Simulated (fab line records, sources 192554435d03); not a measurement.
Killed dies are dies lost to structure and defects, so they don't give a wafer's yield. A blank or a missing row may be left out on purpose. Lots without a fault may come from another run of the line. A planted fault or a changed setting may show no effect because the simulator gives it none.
Split-lot experiment | flow n5_finfet | 7 lots, 21 wafers read, on a route of 1938 steps

THE SPLIT
At N5_BEOL_M7_TRENCH_ETCH_37 (etches SiCOH lowk in C4F6/O2, target depth 93.478 nm, time 31.2 s), the setting bias_w was moved away from the recipe's 185 W on 8 of the 21 wafers read, by -10.8% to +17.5%. The other wafers ran this setting at the recipe's value.

The reading is taken at the split's own step.

THE READING
rf_vpp_V, in V, at N5_BEOL_M7_TRENCH_ETCH_37 (etches SiCOH lowk in C4F6/O2, target depth 93.478 nm, time 31.2 s). Fault-free wafers of this fab line usually give 673 V, standard deviation 13 V.

wafer  | tool, chamber at the split | bias_w as run, W | against the recipe | rf_vpp_V, V | against lot-mates on the recipe
L074.3 | rie_diel-01, 1             | 185              | recipe             | 648         | -
L074.5 | rie_diel-01, 0             | 185              | recipe             | 654         | -
L074.6 | rie_diel-01, 1             | 185              | recipe             | 648         | -
L081.1 | rie_diel-03, 3             | 185              | recipe             | 686         | -
L081.2 | rie_diel-03, 0             | 209.9            | +13.5%             | 743         | +61
L081.6 | rie_diel-03, 1             | 185              | recipe             | 678         | -
L082.2 | rie_diel-03, 0             | 209.2            | +13.1%             | 740         | +61
L082.3 | rie_diel-03, 1             | 185              | recipe             | 677         | -
L082.4 | rie_diel-03, 2             | 185              | recipe             | 681         | -
L089.2 | rie_diel-03, 0             | 185              | recipe             | 671         | -
L089.4 | rie_diel-03, 3             | 185              | recipe             | 686         | -
L089.6 | rie_diel-03, 2             | 185              | recipe             | 693         | -
L093.2 | rie_diel-03, 0             | 185              | recipe             | 672         | -
L093.4 | rie_diel-03, 0             | 185              | recipe             | 672         | -
L093.6 | rie_diel-03, 3             | 217.3            | +17.5%             | 778         | +106
L092.1 | rie_diel-01, 1             | 171.3            | -7.4%              | 611         | no lot-mate on the recipe
L092.3 | rie_diel-01, 2             | 171.3            | -7.4%              | 622         | no lot-mate on the recipe
L092.5 | rie_diel-01, 3             | 171.3            | -7.4%              | 633         | no lot-mate on the recipe
L096.1 | rie_diel-01, 0             | 165.1            | -10.8%             | 598         | -74
L096.5 | rie_diel-01, 2             | 165.1            | -10.8%             | 605         | -67
L096.6 | rie_diel-01, 3             | 185              | recipe             | 672         | -

THE FIT
A straight line over all 21 wafers: rf_vpp_V changes by +6.01 V for each +1% of bias_w; r = +0.96; the points scatter about the line by 13 V.
The same after taking each lot's own level away (the mean of its wafers on the recipe; 18 wafers): +5.67 V for each +1%; r = +0.98; scatter 7.4 V.
On that fit, the largest move of bias_w shifts the reading by 99 V.
The lots' own levels span 650.0 to 683.3 V, that is 2.6 times the standard deviation above.
So the lot-to-lot level changes the slope little: the two slopes agree.
Check: with one of the wafers moved furthest among these (+17.5%) left out of the fit, the line predicts +91.5 V for it against its lot-mates. It came out at +106 V against them.
Tool readings at the split's step, against how far the setting was moved: rf_vpp_V r = +0.96.

OTHER SPLITS ON THESE WAFERS
These wafers also went through other splits before the reading. Each is held against what the fit with the lots' levels taken away leaves over:
other split on the same wafers | wafers away from the commonest value | r with rf_vpp_V (lot level and that fit taken away)
N5_BEOL_M4_ETCH_70 time_s      | 9                                    | -0.10
N5_BEOL_M5_COAT_74 spin_rpm    | 8                                    | -0.07
N5_BEOL_M5_EXPOSE_25 dose_mj   | 2                                    | -0.22

THE FILE'S OWN FIT
rf_vpp_V changes by +5.48 V for each +1% of bias_w, r = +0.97.
